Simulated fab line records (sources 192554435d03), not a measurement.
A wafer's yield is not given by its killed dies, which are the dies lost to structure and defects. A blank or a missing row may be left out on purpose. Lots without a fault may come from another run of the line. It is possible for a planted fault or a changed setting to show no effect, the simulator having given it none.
Split-lot trial	flow n5Finfet	route with 1938 steps; 7 lots, 21 wafers read

== ABOUT THE SPLIT ==
At N5_BEOL_M1_ETCH_70 (etches SOC in N2/H2, target depth 80 nm, overetch 16 nm, time 120 s), the setting timeS was moved away from the recipe's 120 s on 9 of the 21 wafers read, by -17.0% to +14.6%. All remaining wafers had this setting at the recipe value.

The reading comes from the split's own step.

== THE READING ==
SiARC_of_BEOL_M1_COAT_68.thkNm (the simulator's own value, which no gauge read), in nm, at N5_BEOL_M1_ETCH_70 (etches SOC in N2/H2, target depth 80 nm, overetch 16 nm, time 120 s). The file does not state a usual value for it. Here, 12 wafers ran the recipe; their average is 6.4 nm with a standard deviation of 0.2 nm.

wafer	tool, chamber at the split	timeS as run, s	against the recipe	SiARC_of_BEOL_M1_COAT_68.thkNm, nm	against lot-mates on the recipe
L076.1	rieDiel-03, 3	120	recipe	6.6	-
L076.5	rieDiel-03, 3	120	recipe	6.6	-
L076.3	rieDiel-03, 0	120	recipe	6.4	-
L077.2	rieDiel-02, 1,2	109.7	-8.6%	7	+0.6
L077.3	rieDiel-02, 1,2	109.7	-8.6%	7	+0.6
L077.6	rieDiel-02, 3	120	recipe	6.4	-
L078.3	rieDiel-04, 1	133.9	+11.6%	5.6	-0.4
L078.4	rieDiel-04, 0	120	recipe	6	-
L078.6	rieDiel-04, 0	133.9	+11.6%	5.2	-0.8
L080.3	rieDiel-03, 0	120	recipe	6.4	-
L080.4	rieDiel-03, 2	99.59	-17.0%	7.4	+1.0
L080.5	rieDiel-03, 2	99.59	-17.0%	7.4	+1.0
L083.3	rieDiel-04, 3,0	137.5	+14.6%	5.2	-1.2
L083.5	rieDiel-04, 3,0	137.5	+14.6%	5.2	-1.2
L083.6	rieDiel-04, 1	120	recipe	6.4	-
L086.1	rieDiel-03, 0,2	120	recipe	6.4	-
L086.3	rieDiel-03, 0,2	120	recipe	6.4	-
L086.5	rieDiel-03, 2	120	recipe	6.6	-
L091.1	rieDiel-04, 1	130.1	+8.4%	5.8	-0.3
L091.3	rieDiel-04, 0	120	recipe	6	-
L091.4	rieDiel-04, 3	120	recipe	6.2	-
If several chambers appear in one row, that row covers several wafers at once and the file leaves open which wafer was in which chamber.

FIT RESULTS
A straight line over all 21 wafers: SiARC_of_BEOL_M1_COAT_68.thkNm changes by -0.0717 nm for each +1% of timeS; r = -0.96; the points scatter about the line by 0.19 nm.
The same after taking each lot's own level away (the mean of its wafers on the recipe; 21 wafers): -0.0642 nm for each +1%; r = -0.97; scatter 0.15 nm.
The reading moves by 1.1 nm for the largest change in timeS, on that fit.
Across the lots, their own levels run from 6.00 to 6.53 nm, a range of 2.7 times the standard deviation given above.
Thus the slope moves with the lot-to-lot level: the two fits are different.
Check: +1.12 nm against its lot-mates is what the line predicts for one of the wafers moved furthest among these (-17.0%) when that wafer is left out of the fit. It came out at +1 nm against them.

== THESE WAFERS: OTHER SPLITS ==
Before the reading, these wafers also passed through other splits. Each is held against what the fit with the lots' levels taken away leaves over:
other split on the same wafers	wafers away from the commonest value	r with SiARC_of_BEOL_M1_COAT_68.thkNm (lot level and that fit taken away)
N5_MOL_CONTACT_COAG_COAT_64 spinRpm	7	+0.26
N5_BEOL_M0_SAQP_DESCUM_19 timeS	6	-0.26
N5_BEOL_M0_SAQP_ETCH_106 targetDepthA	7	-0.04
N5_BEOL_M1_PECVD_72 tempC	6	-0.33
N5_BEOL_M1_COAT_61 spinRpm	8	+0.19

== THE FILE'S OWN FIT ==
SiARC_of_BEOL_M1_COAT_68.thkNm changes by -0.0629 nm for each +1% of timeS, r = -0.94.
